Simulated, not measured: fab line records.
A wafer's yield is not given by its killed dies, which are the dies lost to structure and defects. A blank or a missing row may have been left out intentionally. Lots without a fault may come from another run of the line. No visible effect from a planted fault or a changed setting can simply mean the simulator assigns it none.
Chamber matching :: flow nand harc :: NHARC_P_BONDPAD_CMP_19 on cmp-01: 4 sister chambers
The step polishes, t overpolish 30 s, cu recess touch 16 s, target thk 160.81 nm. 4 wafers are shown with their chamber, then 8 later ones without.

## WAFERS PAIRED WITH THEIR CHAMBERS
wafer: L088.1
chamber: 3
motor current A (A): 10.6

wafer: L088.3
chamber: 1
motor current A (A): 11.9

wafer: L088.5
chamber: 2
motor current A (A): 12.5

wafer: L089.1
chamber: 0
motor current A (A): 13.5

## WAFERS WHOSE CHAMBER IS MISSING
wafer: L089.2
motor current A (A): 11.8

wafer: L089.6
motor current A (A): 12.5

wafer: L091.4
motor current A (A): 13.4

wafer: L091.5
motor current A (A): 12.8

wafer: L091.6
motor current A (A): 11.4

wafer: L095.3
motor current A (A): 13.0

wafer: L095.5
motor current A (A): 12.7

wafer: L095.6
motor current A (A): 10.3

## WHICH CHAMBER EACH WENT THROUGH
wafer: L089.2
from the rows above: can't be placed: 1 or 2
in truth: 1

wafer: L089.6
from the rows above: can't be placed: 2 or 1
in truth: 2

wafer: L091.4
from the rows above: 0
in truth: 0

wafer: L091.5
from the rows above: can't be placed: 2 or 0 or 1
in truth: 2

wafer: L091.6
from the rows above: can't be placed: 1 or 3 or 2
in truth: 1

wafer: L095.3
from the rows above: can't be placed: 0 or 2 or 1
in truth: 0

wafer: L095.5
from the rows above: can't be placed: 2 or 1 or 0
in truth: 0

wafer: L095.6
from the rows above: 3
in truth: 3
Placed correctly: 2 of 8. Not placeable from these rows: 6 (in 6, the candidates include the true chamber). Number placed wrongly: 0.
How it was worked out, from the rows above alone: a wafer's distance from a chamber is the root of the sum, over the readings, of the square of ((its reading less the chamber's mean) divided by the reading's scatter). If the next closest chamber is less than 2 further off than the closest, the wafer can't be placed; otherwise it belongs to the closest. A chamber's mean is the mean of its shown wafers. The scatter (one wafer shown for each chamber): square how far every hidden wafer sits from the nearest shown wafer, average those squares and take the square root.
